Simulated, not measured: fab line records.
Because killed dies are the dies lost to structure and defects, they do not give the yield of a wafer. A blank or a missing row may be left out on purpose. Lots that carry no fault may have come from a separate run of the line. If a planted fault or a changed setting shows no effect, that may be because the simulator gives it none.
What tool caused it? | flow n5-finfet | Sampling: 11 lots, 33 wafers, 2 of 1938 route steps

WHAT THE GAUGES READ, wafer by wafer
N5_BEOL_M7_CD_MEAS_35 targets a cd of 40 nm.
lot  | measured     | on        | cd-nm (nm)
L377 | day 8 20:54  | cd-sem-03 | 39.9 39.9 39.9
L379 | day 9 08:06  | cd-sem-02 | 40.4 40.0 40.4
L380 | day 9 23:10  | cd-sem-02 | 40.0 39.4 40.0
L381 | day 10 06:55 | cd-sem-03 | 40.2 40.5 40.1
L383 | day 10 10:41 | cd-sem-03 | 39.8 39.8 38.8
L384 | day 11 02:19 | cd-sem-01 | 40.2 40.3 40.4
L388 | day 13 00:48 | cd-sem-03 | 41.2 41.2 41.0
L395 | day 13 23:51 | cd-sem-02 | 39.4 39.6 39.7
L396 | day 14 03:49 | cd-sem-03 | 40.4 40.1 40.6
L397 | day 14 06:38 | cd-sem-03 | 40.8 40.2 40.4
L399 | day 15 09:15 | cd-sem-01 | 40.3 40.6 40.3

WHICH TOOL RAN EACH LOT (tool, then ch and the chambers of the sampled wafers, then the start)
lot  | N5_BEOL_M7_ETCH_62
L377 | rie-diel-05 ch 0,1,2, day 8 19:23
L379 | rie-diel-03 ch 0,2,3, day 9 05:04
L380 | rie-diel-03 ch 0,1, day 9 21:39
L381 | rie-diel-05 ch 1,2, day 10 03:55
L383 | rie-diel-03 ch 0,1,2, day 10 07:17
L384 | rie-diel-03 ch 2,3, day 10 21:20
L388 | rie-diel-05 ch 0,2, day 12 23:25
L395 | rie-diel-04 ch 0,1,3, day 13 22:12
L396 | rie-diel-04 ch 0,1,2, day 14 01:49
L397 | rie-diel-03 ch 1,2,3, day 14 04:11
L399 | rie-diel-03 ch 0,1,2, day 15 07:07
- N5_BEOL_M7_ETCH_62: etches SOC in N2/H2, target depth 110 nm, overetch 22 nm, time 165 s.

THE ANSWER, worked out from the rows above alone
Rule: what is usual is taken from the lots themselves. Put in order of their means at a reading, lots are off if they are a third of the lots or fewer, leave a main group of 4 or more, and stand apart from it by a gap of 3 or more times the standard deviation of the main group's means; of several such gaps the widest counts. The tables above print the reading to a certain number of digits; a main group whose means all agree to those digits is not used. A lot without any number at a reading at which 4 lots or more have one is off too. The other lots that the step has rows for count as sound.
None of the lots is off at any reading shown; this tells nothing.

WHAT HAD BEEN PUT IN BY THE SIMULATOR
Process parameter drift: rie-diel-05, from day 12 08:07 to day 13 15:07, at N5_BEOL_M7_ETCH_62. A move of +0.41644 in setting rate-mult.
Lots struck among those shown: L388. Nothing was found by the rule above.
